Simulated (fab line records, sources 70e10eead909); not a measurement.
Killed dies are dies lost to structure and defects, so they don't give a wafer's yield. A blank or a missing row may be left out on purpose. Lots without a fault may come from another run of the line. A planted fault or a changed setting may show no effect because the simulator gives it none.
Tool commonality check | flow nand_harc | 11 lots, 34 wafers sampled

WHY IT WAS OPENED
At NHARC_A_CHANNEL_HOLE_D1_INSPECT_40 the reading raw_defect_count is flagged on 3 of 11 lots. Wafers without a fault read 63, standard deviation 15.
Rule: a lot is flagged when every wafer of it that has a number lies more than 4 standard deviations from that mean, or none has a number. The other lots count as sound.

lot  | measured     | on                | raw_defect_count, wafer by wafer | flag
L629 | day 9 00:40  | defect_inspect-01 | 64 42 83                         |
L634 | day 9 20:59  | defect_inspect-01 | 65 42 69                         |
L637 | day 10 15:17 | defect_inspect-01 | 43 71 52                         |
L639 | day 10 19:27 | defect_inspect-01 | 51 70 57                         |
L642 | day 11 22:50 | defect_inspect-01 | 72 54 88                         |
L647 | day 13 03:52 | defect_inspect-02 | 560 545                          | FLAGGED
L651 | day 13 14:19 | defect_inspect-01 | 58 44 70                         |
L648 | day 13 16:00 | defect_inspect-01 | 590 611 572 593 624 586          | FLAGGED
L650 | day 13 18:30 | defect_inspect-01 | 51 54 55                         |
L649 | day 13 20:11 | defect_inspect-01 | 612 618                          | FLAGGED
L652 | day 14 08:53 | defect_inspect-02 | 49 63 54                         |
The numbers of the flagged lots are 591 on average: +528 against the usual, or +35 standard deviations.

WHICH TOOL RAN EACH LOT
The record holds 3 process steps before the reading, out of a route of 1159 steps. In each cell: the tool, then ch and the chambers that the sampled wafers went through, then the start.
lot  | flag    | NHARC_A_CHANNEL_HOLE_D1_ETCH_34               | NHARC_A_CHANNEL_HOLE_D1_ETCH_21  | NHARC_A_CHANNEL_HOLE_D1_ETCH_23
L629 |         | rie_diel-06 ch 2,3, day 8 19:25 or earlier    | har_etch-01 ch 0,1, day 8 19:25  | har_etch-01 ch 0,1, day 8 20:25
L634 |         | rie_diel-06 ch 0,2,3, day 9 15:51 or earlier  | har_etch-02 ch 0,1, day 9 15:51  | har_etch-02 ch 0,1, day 9 16:57
L637 |         | rie_diel-02 ch 0,3, day 10 10:03 or earlier   | har_etch-01 ch 0,1, day 10 10:03 | har_etch-01 ch 0,1, day 10 11:07
L639 |         | rie_diel-06 ch 1,3, day 10 14:14 or earlier   | har_etch-01 ch 0,1, day 10 14:14 | har_etch-01 ch 0,1, day 10 15:17
L642 |         | rie_diel-02 ch 0,1,3, day 11 17:33 or earlier | har_etch-01 ch 0,1, day 11 17:33 | har_etch-01 ch 0,1, day 11 18:33
L647 | FLAGGED | rie_diel-12 ch 0, day 12 22:44 or earlier     | har_etch-01 ch 0, day 12 22:44   | har_etch-01 ch 0, day 12 23:50
L651 |         | rie_diel-02 ch 1,2, day 13 09:06 or earlier   | har_etch-02 ch 0,1, day 13 09:06 | har_etch-02 ch 0,1, day 13 10:09
L648 | FLAGGED | rie_diel-06 ch 0,1,3, day 13 10:34 or earlier | har_etch-01 ch 0, day 13 10:34   | har_etch-01 ch 0, day 13 11:34
L650 |         | rie_diel-02 ch 1,2, day 13 13:11 or earlier   | har_etch-02 ch 0,1, day 13 13:11 | har_etch-02 ch 0,1, day 13 14:13
L649 | FLAGGED | rie_diel-12 ch 2, day 13 14:53 or earlier     | har_etch-01 ch 0, day 13 14:53   | har_etch-01 ch 0, day 13 15:59
L652 |         | rie_diel-12 ch 2,3, day 14 03:36 or earlier   | har_etch-02 ch 0,1, day 14 03:36 | har_etch-02 ch 0,1, day 14 04:37
What these steps do:
- NHARC_A_CHANNEL_HOLE_D1_ETCH_34: etches the open film in CF4/CHF3, target depth 154 nm, time 77 s.
- NHARC_A_CHANNEL_HOLE_D1_ETCH_21: etches the open film in C4F8/O2/Ar, time 514.3 s, target depth 1600 nm.
- NHARC_A_CHANNEL_HOLE_D1_ETCH_23: etches the open film in C4F8/O2/Ar, time 819 s, target depth 1600 nm.
- NHARC_A_CHANNEL_HOLE_D1_INSPECT_40

FLAGGED OVER TOTAL, TOOL BY TOOL (the gauges that took the reading come last)
step                               | tool              | lots run | flagged | share of the flagged lots | sound lots run after its first flagged lot
NHARC_A_CHANNEL_HOLE_D1_ETCH_34    | rie_diel-02       | 4        | 0       | none                      | -
NHARC_A_CHANNEL_HOLE_D1_ETCH_34    | rie_diel-06       | 4        | 1       | some                      | 0
NHARC_A_CHANNEL_HOLE_D1_ETCH_34    | rie_diel-12       | 3        | 2       | some                      | 1 (L652)
NHARC_A_CHANNEL_HOLE_D1_ETCH_21    | har_etch-01       | 7        | 3       | all                       | 0
NHARC_A_CHANNEL_HOLE_D1_ETCH_21    | har_etch-02       | 4        | 0       | none                      | -
NHARC_A_CHANNEL_HOLE_D1_ETCH_23    | har_etch-01       | 7        | 3       | all                       | 0
NHARC_A_CHANNEL_HOLE_D1_ETCH_23    | har_etch-02       | 4        | 0       | none                      | -
NHARC_A_CHANNEL_HOLE_D1_INSPECT_40 | defect_inspect-01 | 9        | 2       | some                      | 1 (L650)
NHARC_A_CHANNEL_HOLE_D1_INSPECT_40 | defect_inspect-02 | 2        | 1       | some                      | 1 (L652)
NHARC_A_CHANNEL_HOLE_D1_ETCH_34 gives no start for some lots, so the hours and the order of its lots are those of NHARC_A_CHANNEL_HOLE_D1_ETCH_21.

WHAT THE TABLE ALLOWS
2 rows of the table ran every flagged lot: har_etch-01 at NHARC_A_CHANNEL_HOLE_D1_ETCH_21, har_etch-01 at NHARC_A_CHANNEL_HOLE_D1_ETCH_23.
- har_etch-01 at NHARC_A_CHANNEL_HOLE_D1_ETCH_21: 3 of its 7 lots flagged. Its last sound lot is L642 (day 11 17:33), its first flagged lot L647 (day 12 22:44): a fault that began between those two fits.
- har_etch-01 at NHARC_A_CHANNEL_HOLE_D1_ETCH_23: 3 of its 7 lots flagged. Its last sound lot is L642 (day 11 18:33), its first flagged lot L647 (day 12 23:50): a fault that began between those two fits.
One tool is left: har_etch-01 at NHARC_A_CHANNEL_HOLE_D1_ETCH_21 and NHARC_A_CHANNEL_HOLE_D1_ETCH_23.

WHAT THE SIMULATOR HAD PUT IN
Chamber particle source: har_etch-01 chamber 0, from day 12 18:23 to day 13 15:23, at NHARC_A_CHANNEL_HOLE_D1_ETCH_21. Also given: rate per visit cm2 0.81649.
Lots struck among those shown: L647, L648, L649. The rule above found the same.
